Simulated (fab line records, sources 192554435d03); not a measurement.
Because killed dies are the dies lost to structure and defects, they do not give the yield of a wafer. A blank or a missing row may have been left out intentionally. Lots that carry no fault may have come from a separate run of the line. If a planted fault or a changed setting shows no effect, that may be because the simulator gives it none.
Chamber matching    flow n5-finfet    4 sister chambers for N5_BEOL_M12_DESCUM_33 on rie-diel-06
The step chemistry O2, time 7.9 s. 16 wafers are shown with their chamber, then 8 later ones without.

== EACH WAFER AND ITS CHAMBER ==
wafer   chamber  drypump-motor-current-A (A)  throttle-valve-pct (%)  oes-product-au (a.u.)
L077.1  0        5.8                          20.6                    0.71
L077.2  2        6.3                          20.2                    0.92
L077.3  3        5.2                          20.2                    0.73
L078.2  3        5.2                          20.2                    0.74
L078.3  1        5.4                          20.9                    0.71
L078.6  3        5.2                          20.2                    0.73
L079.1  3        5.2                          20.2                    0.73
L079.4  2        6.3                          20.2                    0.91
L079.5  0        5.8                          20.6                    0.71
L080.2  3        5.2                          20.2                    0.72
L080.3  0        5.8                          20.6                    0.71
L080.6  1        5.4                          20.9                    0.71
L081.1  1        5.4                          20.9                    0.70
L081.3  3        5.2                          20.3                    0.72
L081.6  3        5.2                          20.3                    0.73
L082.2  1        5.5                          20.9                    0.70

SIGNATURES (means of the wafers above)
reading                  chamber 0  chamber 1  chamber 2  chamber 3  scatter within a chamber
drypump-motor-current-A  5.800      5.425      6.300      5.200      0.025
throttle-valve-pct       20.600     20.900     20.200     20.229     0.0345
oes-product-au           0.7100     0.7050     0.9150     0.7286     0.00603
Rule: a wafer's distance from a chamber is the root of the sum, over the readings, of the square of ((its reading less the chamber's mean) divided by the reading's scatter). If the next closest chamber is less than 2 further off than the closest, the wafer can't be placed; otherwise it belongs to the closest. The scatter: the root of (the sum of the squares of (reading less its chamber's mean) over the shown wafers, divided by (wafers less chambers)).

== WAFERS WITHOUT THEIR CHAMBER ==
wafer   drypump-motor-current-A (A)  throttle-valve-pct (%)  oes-product-au (a.u.)
L082.3  6.3                          20.2                    0.90
L082.5  5.4                          20.9                    0.70
L089.1  6.3                          20.2                    0.85
L089.2  5.4                          20.4                    0.97
L089.6  5.2                          20.3                    0.71
L097.1  5.3                          20.3                    0.70
L097.4  5.2                          20.3                    0.69
L097.6  5.4                          20.5                    0.92

== THE CHAMBER EACH PASSED THROUGH ==
wafer    from the rows above   in truth
L082.3   2                     2
L082.5   1                     1
L089.1   2                     2
L089.2   2                     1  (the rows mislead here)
L089.6   3                     3
L097.1   3                     3
L097.4   3                     3
L097.6   3                     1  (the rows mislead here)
Correct placement for 6 of the 8. From these rows, 0 cannot be placed. 2 placed wrongly.
